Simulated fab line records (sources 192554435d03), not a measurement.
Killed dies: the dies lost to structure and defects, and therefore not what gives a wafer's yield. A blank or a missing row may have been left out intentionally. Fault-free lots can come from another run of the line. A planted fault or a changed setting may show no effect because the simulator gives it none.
Comparing a struck lot with a sound one	flow n5Finfet	15 steps out of a route of 1938
Sound: the wafers L775.1, L775.3, L775.5. The struck wafers were L784.4, L784.5, L784.6. The cause comes at the end.
At each step with rows: each side's tool, then ch and its chambers, then its first start. Under that, the readings that differ: sound wafers	struck wafers	difference of the means	sigmas: that difference in standard deviations of wafers without a fault.
alike: same words and numbers on both sides, and readings whose means sit less than 2 such deviations apart. not compared: any withheld reading, any reading some wafer has no value for, any bound like >300 that may hide the same value, and any number with overlapping values for which the record gives no deviation.
Wherever a step has rows on one side only, a row that says differs or no value, or a row with sigmas, the two part there. Non-overlapping numbers with no deviation appear without sigmas and do not part them. Lack of a reading on every wafer of one side parts them only where that side has two or more wafers.

N5_BEOL_M2_SPUTTER_92: material Cu, target thk 4.5 nm, time 8.29 s.
  sound: pvdSputter-01 at day 9 07:56; struck: pvdSputter-03 at day 11 01:14
  alike: throttleValvePct
then, 1 step without rows for these wafers: N5_BEOL_M2_ANNEAL_93 (time 240 s).
N5_BEOL_M2_SPUTTER_94: material Cu, target thk 4.5 nm, time 8.29 s.
  sound: pvdSputter-01 at day 9 08:09; struck: pvdSputter-03 at day 11 01:27
  alike: throttleValvePct
then, 1 step without rows for these wafers: N5_BEOL_M2_ANNEAL_95 (time 240 s).
N5_BEOL_M2_SPUTTER_96: material Cu, target thk 4.5 nm, time 8.29 s.
  sound: pvdSputter-01 at day 9 08:22; struck: pvdSputter-03 at day 11 01:40
  alike: throttleValvePct
then, 1 step without rows for these wafers: N5_BEOL_M2_ECD_50 (material Cu, target thk 300 nm).
N5_BEOL_M2_ANNEAL_51: time 90 s.
  sound on rtpAnneal-02 ch 0, day 9 08:34; struck on rtpAnneal-01 ch 0, day 11 02:00
  alike: wafer_temp_C_max
then, 1 step without rows for these wafers: N5_BEOL_M2_CMP_52 (polishes, stops on SiOC, t overpolish 6.8 s, target thk 40 nm).
N5_BEOL_M2_THK_MEAS_53: measures by xrf.
  sound: filmMetro-01 at day 9 09:10; struck: filmMetro-01 at day 11 02:28
  alike: M2_THK
then, 1 step without rows for these wafers: N5_BEOL_M2_PRE_CLEAN_60 (time 15 s).
N5_BEOL_M2_CO_CAP_55: material Co, precursor CCTBA/H2, target thk 2 nm, time 102.1 s.
  sound on cvdCo-02 ch 1,2, day 9 09:14; struck on cvdCo-01 ch 0,1,2, day 11 02:34
  alike: heaterPowerW
then, 1 step without rows for these wafers: N5_BEOL_M2_PRE_CLEAN_56 (time 15 s).
N5_BEOL_M2_DEP_57: deposits SiCN from 3MS/NH3, target thk 8 nm, time 14 s.
  sound on pecvd-01 ch 0,1, day 9 09:22; struck on pecvd-03 ch 0,1,2, day 11 02:40
  no value came back on the struck wafers for any of 5 readings (chamberPressureTorr (Torr), rfFwdPowerW (W) and others); on the sound wafers chamberPressureTorr (Torr) reads 3.000 3.004 2.998
N5_BEOL_M4_RC_MEAS_101:
  the record has rows for the sound wafers here (prober-02 ch 0, day 10 15:21) and none for the struck ones
-- the record jumps here: 6 days lie between the struck wafers' starts before and after (it left off in module BEOL_M4 and takes up again in module PASSIVATION, whose first step shown is number 1936 of the route) --
N5_PASSIVATION_PROBE_49:
  sound: prober-01 at day 15 04:39; struck: prober-02 at day 16 15:49
reading	sound	struck	difference	sigmas
defectLimitedYield (%)	90.0 90.3	0 0 0	-90	-64
killed_at_M0_to_M3	27 30	1108 1069 1099	+1064	+99 or more
killedDies	118 114	1180 1180 1180	+1064	+66
killedOnRim	16 13	152 152 152	+138	+37
sort_bin_5_function (%)	6.7 5.8	96.7 94.4 96.1	+89.5	+99 or more
sortNPass	1062 1066	0 0 0	-1064	-66
sortYieldPct (%)	90.0 90.3	0 0 0	-90	-64
  alike: killed_at_M4_up, killedAtContacts, killedAtFrontEnd, killedAtOther, killedOpen, killedShort, sort_bin_6_memory

== WHERE THEY PART ==
First at N5_BEOL_M2_DEP_57; last, within this record, at N5_PASSIVATION_PROBE_49.

WHY: what the simulator had put in
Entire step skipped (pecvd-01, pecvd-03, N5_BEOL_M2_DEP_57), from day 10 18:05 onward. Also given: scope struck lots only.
